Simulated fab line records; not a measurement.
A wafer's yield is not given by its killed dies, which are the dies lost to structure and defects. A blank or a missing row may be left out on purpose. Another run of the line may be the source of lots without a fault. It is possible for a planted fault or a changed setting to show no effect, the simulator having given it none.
Matching of chambers | flow n5-finfet | N5_BEOL_M12_DESCUM_33 on rie-diel-04 has 4 sister chambers
The step chemistry O2, time 7.9 s. 4 wafers are shown with their chamber, then 12 later ones without.

## EACH WAFER AND ITS CHAMBER
wafer  | chamber | drypump-motor-current-A (A)
L087.5 | 0       | 5.3
L093.3 | 1       | 5.6
L093.5 | 2       | 6.0
L093.6 | 3       | 5.6

## WAFERS WHOSE CHAMBER IS MISSING
wafer  | drypump-motor-current-A (A)
L094.2 | 6.0
L094.3 | 5.6
L094.5 | 6.0
L097.3 | 5.6
L097.5 | 5.9
L097.6 | 5.6
L096.2 | 5.3
L096.4 | 5.6
L096.5 | 5.3
L091.3 | 6.0
L091.4 | 5.3
L091.5 | 5.9

## CHAMBER TAKEN BY EACH
wafer  | from the rows above     | in truth
L094.2 | 2                       | 2
L094.3 | can't be placed: 1 or 3 | 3
L094.5 | 2                       | 2
L097.3 | can't be placed: 1 or 3 | 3
L097.5 | 2                       | 2
L097.6 | can't be placed: 1 or 3 | 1
L096.2 | 0                       | 0
L096.4 | can't be placed: 1 or 3 | 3
L096.5 | 0                       | 0
L091.3 | 2                       | 2
L091.4 | 0                       | 0
L091.5 | 2                       | 2
Correct placement for 8 of the 12. From these rows, 4 cannot be placed; in 4 the true chamber is one of the candidates. 0 placed wrongly.
How it was worked out, from the rows above alone: a wafer's distance from a chamber is the root of the sum, over the readings, of the square of ((its reading less the chamber's mean) divided by the reading's scatter). If the next closest chamber is less than 2 further off than the closest, the wafer can't be placed; otherwise it belongs to the closest. The mean given for a chamber averages the wafers shown for that chamber. The scatter (one wafer shown for each chamber): square how far every hidden wafer sits from the nearest shown wafer, average those squares and take the square root.
